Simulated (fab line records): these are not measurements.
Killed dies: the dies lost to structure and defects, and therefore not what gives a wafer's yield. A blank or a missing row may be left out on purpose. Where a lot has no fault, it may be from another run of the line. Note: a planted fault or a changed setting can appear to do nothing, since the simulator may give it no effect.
The tool behind it: which one?	flow nand harc	24 lots with 72 wafers sampled at 4 steps, on a route of 1159 steps

WHAT EACH GAUGE READ, for each wafer
NHARC_A_M0_THK_MEAS_24: measures by xrf.
lot	measured	on	thk nm (nm)
L074	day 18 02:49	film metro-01	115.0 114.8 114.2
L075	day 18 03:29	film metro-01	114.2 113.2 114.1
L076	day 18 15:07	film metro-01	112.9 114.6 114.5
L078	day 18 15:09	film metro-01	114.0 112.8 113.4
L077	day 19 00:23	film metro-01	110.6 112.7 113.8
L080	day 19 04:58	film metro-01	115.4 113.4 113.7
L081	day 19 06:19	film metro-02	112.4 112.5 112.0
L079	day 19 09:41	film metro-02	114.5 111.7 114.7
L083	day 20 02:37	film metro-02	116.0 114.2 115.4
L082	day 20 03:04	film metro-01	112.2 112.9 112.7
L084	day 20 07:30	film metro-02	113.5 112.9 114.4
L085	day 20 10:47	film metro-01	114.0 114.7 114.9
L086	day 20 14:13	film metro-01	114.2 114.8 113.2
L087	day 20 21:56	film metro-02	111.3 113.4 113.4
L088	day 20 22:46	film metro-01	114.2 113.9 116.7
L090	day 21 15:53	film metro-02	114.9 115.2 116.5
L089	day 21 16:18	film metro-01	112.6 113.5 112.9
L091	day 22 06:10	film metro-01	112.3 116.8 113.5
L092	day 22 07:37	film metro-02	113.5 113.4 113.4
L094	day 22 19:37	film metro-01	114.6 115.3 114.4
L093	day 22 20:24	film metro-01	115.4 114.3 115.9
L096	day 22 20:53	film metro-02	115.8 114.3 114.2
L095	day 23 00:15	film metro-01	113.6 113.0 114.5
L097	day 23 06:13	film metro-02	115.9 113.4 115.3

NHARC_A_M1_CD_MEAS_09: the cd target is 120 nm.
lot	measured	on	cd nm (nm)
L074	day 18 04:23	cd sem-02	120.5 120.3 120.5
L075	day 18 05:02	cd sem-01	120.8 120.5 120.2
L076	day 18 16:31	cd sem-03	120.6 120.2 121.2
L078	day 18 16:41	cd sem-02	119.8 119.1 120.4
L077	day 19 01:50	cd sem-03	120.3 120.2 120.1
L080	day 19 06:38	cd sem-01	120.7 121.1 121.1
L081	day 19 07:50	cd sem-01	120.1 120.2 119.6
L079	day 19 11:10	cd sem-03	119.2 119.5 118.9
L083	day 20 04:10	cd sem-03	120.1 119.8 120.4
L082	day 20 04:37	cd sem-02	119.9 119.7 119.1
L084	day 20 08:55	cd sem-01	120.2 120.1 119.5
L085	day 20 12:21	cd sem-03	119.1 119.5 119.6
L086	day 20 16:21	cd sem-01	119.4 119.6 119.6
L087	day 20 23:29	cd sem-02	121.2 120.0 120.0
L088	day 21 00:18	cd sem-02	120.5 120.0 119.9
L090	day 21 17:18	cd sem-02	119.8 119.5 119.2
L089	day 21 17:46	cd sem-03	119.5 119.5 120.3
L091	day 22 07:42	cd sem-01	119.1 119.1 119.3
L092	day 22 09:10	cd sem-01	119.3 120.3 119.9
L094	day 22 21:10	cd sem-01	119.9 120.1 120.1
L093	day 22 21:49	cd sem-03	118.7 119.9 119.4
L096	day 22 23:13	cd sem-01	120.1 120.2 119.7
L095	day 23 01:55	cd sem-02	121.0 121.0 120.2
L097	day 23 07:39	cd sem-03	120.5 120.0 120.0

NHARC_A_M1_CD_MEAS_16.
lot	measured	on	cd nm (nm)
L074	day 18 04:53	cd sem-01	120.5 120.1 120.1
L075	day 18 05:32	cd sem-03	120.4 120.7 120.2
L076	day 18 17:01	cd sem-03	120.1 119.6 119.7
L078	day 18 17:11	cd sem-02	119.8 119.2 119.5
L077	day 19 02:20	cd sem-01	121.2 120.6 120.1
L080	day 19 07:08	cd sem-03	120.4 121.0 120.8
L081	day 19 08:20	cd sem-03	119.2 120.0 119.1
L079	day 19 11:40	cd sem-02	119.8 118.7 119.0
L083	day 20 04:40	cd sem-03	120.0 119.5 119.8
L082	day 20 05:07	cd sem-02	119.0 119.0 118.6
L084	day 20 09:25	cd sem-02	120.0 120.1 119.9
L085	day 20 12:51	cd sem-01	119.9 119.3 119.6
L086	day 20 16:51	cd sem-03	118.7 119.5 119.0
L087	day 20 23:59	cd sem-01	120.8 120.0 120.0
L088	day 21 00:47	cd sem-02	119.7 119.7 119.7
L090	day 21 17:48	cd sem-02	119.3 119.2 119.0
L089	day 21 18:16	cd sem-01	119.6 119.0 120.9
L091	day 22 08:11	cd sem-01	117.9 118.8 118.4
L092	day 22 09:40	cd sem-03	119.6 119.9 119.9
L094	day 22 21:40	cd sem-03	119.6 119.2 119.8
L093	day 22 22:20	cd sem-02	117.8 120.1 119.2
L096	day 22 23:43	cd sem-02	120.0 120.4 119.2
L095	day 23 02:24	cd sem-01	120.4 120.9 119.7
L097	day 23 08:08	cd sem-01	120.0 120.2 119.7

WHAT TOOL EACH LOT RAN ON (gives the tool, then ch and the chambers of the sampled wafers, and finally the start)
lot	NHARC_A_M0_PRE_CLEAN_31
L074	pecvd-04 ch 1,2, day 18 03:05
L075	pecvd-04 ch 0,2, day 18 03:42
L076	pecvd-03 ch 0,1,2, day 18 15:22
L078	pecvd-04 ch 0,2, day 18 15:22
L077	pecvd-01 ch 0,2, day 19 00:38
L080	pecvd-04 ch 0,1, day 19 05:11
L081	pecvd-03 ch 0,1, day 19 06:33
L079	pecvd-03 ch 1,2, day 19 09:56
L083	pecvd-01 ch 0,1, day 20 02:51
L082	pecvd-01 ch 0,2, day 20 03:19
L084	pecvd-01 ch 0,2, day 20 07:45
L085	pecvd-03 ch 0,1, day 20 11:02
L086	pecvd-01 ch 0,2, day 20 15:00
L087	pecvd-01 ch 0,1, day 20 22:10
L088	pecvd-01 ch 0,1, day 20 23:00
L090	pecvd-01 ch 0,2, day 21 16:06
L089	pecvd-01 ch 0,1, day 21 16:32
L091	pecvd-04 ch 0,1,2, day 22 06:24
L092	pecvd-03 ch 1,2, day 22 07:52
L094	pecvd-01 ch 1,2, day 22 19:52
L093	pecvd-01 ch 1,2, day 22 20:38
L096	pecvd-04 ch 0,1,2, day 22 21:54
L095	pecvd-01 ch 0,1, day 23 00:28
L097	pecvd-03 ch 0,1,2, day 23 06:27
- NHARC_A_M0_PRE_CLEAN_31: time 12 s.

AS READ BY THE TOOLS THEMSELVES (means over the sampled wafers that have a number; for cases with no such wafer, the mark the record gives instead)
NHARC_A_M0_PRE_CLEAN_31.
lot	tool	heater power w (W)
L074	pecvd-04	586
L075	pecvd-04	500
L076	pecvd-03	654
L078	pecvd-04	580
L077	pecvd-01	740
L080	pecvd-04	519
L081	pecvd-03	669
L079	pecvd-03	636
L083	pecvd-01	642
L082	pecvd-01	652
L084	pecvd-01	672
L085	pecvd-03	671
L086	pecvd-01	679
L087	pecvd-01	659
L088	pecvd-01	655
L090	pecvd-01	681
L089	pecvd-01	623
L091	pecvd-04	559
L092	pecvd-03	675
L094	pecvd-01	687
L093	pecvd-01	722
L096	pecvd-04	551
L095	pecvd-01	640
L097	pecvd-03	655

THE ANSWER, worked out from the rows above alone
Rule: the lots themselves supply what counts as usual. The widest of any qualifying gaps counts: lots, ordered by their means at a reading, are off when they make up no more than a third of the lots, leave a main group of 4 or more, and stand apart from it by 3 or more times the standard deviation of that group's means. A main group whose means are all the same, to the digits that the tables above print for the reading, isn't used. A lot without any number at a reading at which 4 lots or more have one is off too. Any other lot the step has rows for is counted as sound. First the gauges in route order, then the tools' own readings, where a lot's mean is used as printed above. The first step at which some lot is off is used, and at that step the reading that is off furthest; a lot without a number counts as furthest.
No lot is off at any reading shown: from this, nothing can be told.

WHAT HAD BEEN PUT IN BY THE SIMULATOR
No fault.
